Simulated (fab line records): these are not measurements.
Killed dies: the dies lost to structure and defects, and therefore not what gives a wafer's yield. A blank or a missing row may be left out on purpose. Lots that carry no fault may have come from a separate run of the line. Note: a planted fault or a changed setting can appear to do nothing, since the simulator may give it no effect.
Which tool was responsible? + flow n5-finfet + 36 wafers sampled from 12 lots at 1 step of a route of 1938

WHAT THE GAUGES READ, wafer by wafer
N5_BEOL_M5_INSPECT_30: inspects for defects (brightfield).
| lot  | measured     | on                | raw-defect-count |
|------|--------------|-------------------|------------------|
| L075 | day 8 10:21  | defect-inspect-01 | 501 488 408      |
| L077 | day 8 13:08  | defect-inspect-01 | 415 446 335      |
| L079 | day 9 06:27  | defect-inspect-02 | 421 285 494      |
| L081 | day 9 14:16  | defect-inspect-01 | 285 343 277      |
| L084 | day 10 10:41 | defect-inspect-01 | 551 324 561      |
| L085 | day 10 15:52 | defect-inspect-02 | 323 361 464      |
| L088 | day 11 14:10 | defect-inspect-01 | 345 380 351      |
| L089 | day 11 19:35 | defect-inspect-01 | 515 580 579      |
| L091 | day 12 11:16 | defect-inspect-02 | 518 402 552      |
| L093 | day 12 20:40 | defect-inspect-02 | 347 378 443      |
| L095 | day 13 15:45 | defect-inspect-01 | 511 315 519      |
| L097 | day 14 13:35 | defect-inspect-02 | 294 365 303      |

WHAT TOOL EACH LOT RAN ON (gives the tool, then ch and the chambers of the sampled wafers, and finally the start)
No process step before these readings appears in the record.

THE ANSWER, worked out from the rows above alone
Rule: usual is defined by the lots themselves. Put in order of their means at a reading, lots are off if they are a third of the lots or fewer, leave a main group of 4 or more, and stand apart from it by a gap of 3 or more times the standard deviation of the main group's means; of several such gaps the widest counts. A main group is skipped when, at the precision printed for the reading in the tables above, its means are all equal. Also off: a lot with no number at a reading for which 4 or more lots have one. All remaining lots with rows at the step are treated as sound.
None of the lots is off at any reading shown; this tells nothing.

WHAT THE SIMULATOR HAD PUT IN
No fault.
